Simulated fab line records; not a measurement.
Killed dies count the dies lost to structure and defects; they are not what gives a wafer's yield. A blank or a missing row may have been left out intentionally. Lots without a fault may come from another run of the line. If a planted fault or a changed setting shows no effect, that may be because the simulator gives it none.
Chamber matching / flow n5Finfet / N5_HKMG_FIN_STRIP_57 on rieDiel-03 has 4 sister chambers
The step strips in CF4. 18 wafers are shown with their chamber, then 9 later ones without.

## WAFERS, EACH WITH ITS CHAMBER
wafer=L074.4; chamber=3; drypumpMotorCurrentA (A)=6.4; throttleValvePct (%)=13.71; oesProductAu (a.u.)=0.79
wafer=L074.5; chamber=0; drypumpMotorCurrentA (A)=5.2; throttleValvePct (%)=13.66; oesProductAu (a.u.)=0.69
wafer=L074.6; chamber=1; drypumpMotorCurrentA (A)=5.4; throttleValvePct (%)=13.53; oesProductAu (a.u.)=0.70
wafer=L075.3; chamber=0; drypumpMotorCurrentA (A)=5.2; throttleValvePct (%)=13.68; oesProductAu (a.u.)=0.70
wafer=L075.4; chamber=3; drypumpMotorCurrentA (A)=6.4; throttleValvePct (%)=13.73; oesProductAu (a.u.)=0.79
wafer=L075.5; chamber=1; drypumpMotorCurrentA (A)=5.4; throttleValvePct (%)=13.54; oesProductAu (a.u.)=0.69
wafer=L078.1; chamber=3; drypumpMotorCurrentA (A)=6.5; throttleValvePct (%)=13.74; oesProductAu (a.u.)=0.79
wafer=L078.2; chamber=0; drypumpMotorCurrentA (A)=5.2; throttleValvePct (%)=13.70; oesProductAu (a.u.)=0.69
wafer=L078.4; chamber=1; drypumpMotorCurrentA (A)=5.4; throttleValvePct (%)=13.55; oesProductAu (a.u.)=0.69
wafer=L082.1; chamber=3; drypumpMotorCurrentA (A)=6.4; throttleValvePct (%)=13.76; oesProductAu (a.u.)=0.76
wafer=L082.4; chamber=2; drypumpMotorCurrentA (A)=4.7; throttleValvePct (%)=13.64; oesProductAu (a.u.)=0.69
wafer=L082.5; chamber=2; drypumpMotorCurrentA (A)=4.7; throttleValvePct (%)=13.65; oesProductAu (a.u.)=0.70
wafer=L083.3; chamber=2; drypumpMotorCurrentA (A)=4.7; throttleValvePct (%)=13.64; oesProductAu (a.u.)=0.69
wafer=L083.5; chamber=3; drypumpMotorCurrentA (A)=6.5; throttleValvePct (%)=13.77; oesProductAu (a.u.)=0.77
wafer=L083.6; chamber=2; drypumpMotorCurrentA (A)=4.7; throttleValvePct (%)=13.62; oesProductAu (a.u.)=0.69
wafer=L087.1; chamber=0; drypumpMotorCurrentA (A)=5.2; throttleValvePct (%)=13.18; oesProductAu (a.u.)=0.93
wafer=L087.5; chamber=1; drypumpMotorCurrentA (A)=5.4; throttleValvePct (%)=13.02; oesProductAu (a.u.)=0.88
wafer=L087.6; chamber=2; drypumpMotorCurrentA (A)=4.7; throttleValvePct (%)=13.67; oesProductAu (a.u.)=0.69

SIGNATURES (means of the wafers above)
reading=drypumpMotorCurrentA; chamber 0=5.200; chamber 1=5.400; chamber 2=4.700; chamber 3=6.440; scatter within a chamber=0.0293
reading=throttleValvePct; chamber 0=13.5550; chamber 1=13.4100; chamber 2=13.6440; chamber 3=13.7420; scatter within a chamber=0.168
reading=oesProductAu; chamber 0=0.7525; chamber 1=0.7400; chamber 2=0.6920; chamber 3=0.7800; scatter within a chamber=0.0703
Rule: distance of a wafer from a chamber = root of the sum over the readings of ((wafer's reading minus chamber's mean) / reading's scatter) squared. The wafer belongs to the nearest chamber; if the next one is less than 2 further off, it can't be placed. The scatter is the square root of a quotient: the sum, over the shown wafers, of each reading's squared deviation from its chamber's mean, divided by wafers minus chambers.

## WAFERS MISSING THEIR CHAMBER
wafer=L090.1; drypumpMotorCurrentA (A)=4.7; throttleValvePct (%)=13.71; oesProductAu (a.u.)=0.68
wafer=L090.4; drypumpMotorCurrentA (A)=5.2; throttleValvePct (%)=13.20; oesProductAu (a.u.)=0.91
wafer=L090.5; drypumpMotorCurrentA (A)=6.4; throttleValvePct (%)=13.82; oesProductAu (a.u.)=0.76
wafer=L093.1; drypumpMotorCurrentA (A)=5.2; throttleValvePct (%)=13.21; oesProductAu (a.u.)=0.90
wafer=L093.2; drypumpMotorCurrentA (A)=6.4; throttleValvePct (%)=13.85; oesProductAu (a.u.)=0.75
wafer=L093.6; drypumpMotorCurrentA (A)=5.2; throttleValvePct (%)=13.20; oesProductAu (a.u.)=0.89
wafer=L094.3; drypumpMotorCurrentA (A)=5.2; throttleValvePct (%)=13.23; oesProductAu (a.u.)=0.89
wafer=L094.4; drypumpMotorCurrentA (A)=5.4; throttleValvePct (%)=13.05; oesProductAu (a.u.)=0.85
wafer=L094.6; drypumpMotorCurrentA (A)=5.2; throttleValvePct (%)=13.21; oesProductAu (a.u.)=0.88

## THE CHAMBER EACH PASSED THROUGH
wafer=L090.1; from the rows above=2; in truth=2
wafer=L090.4; from the rows above=0; in truth=0
wafer=L090.5; from the rows above=3; in truth=3
wafer=L093.1; from the rows above=0; in truth=0
wafer=L093.2; from the rows above=3; in truth=3
wafer=L093.6; from the rows above=0; in truth=0
wafer=L094.3; from the rows above=0; in truth=0
wafer=L094.4; from the rows above=1; in truth=1
wafer=L094.6; from the rows above=0; in truth=0
Correct placement for 9 of the 9. Left unplaced by these rows: 0. Placed wrongly: 0.
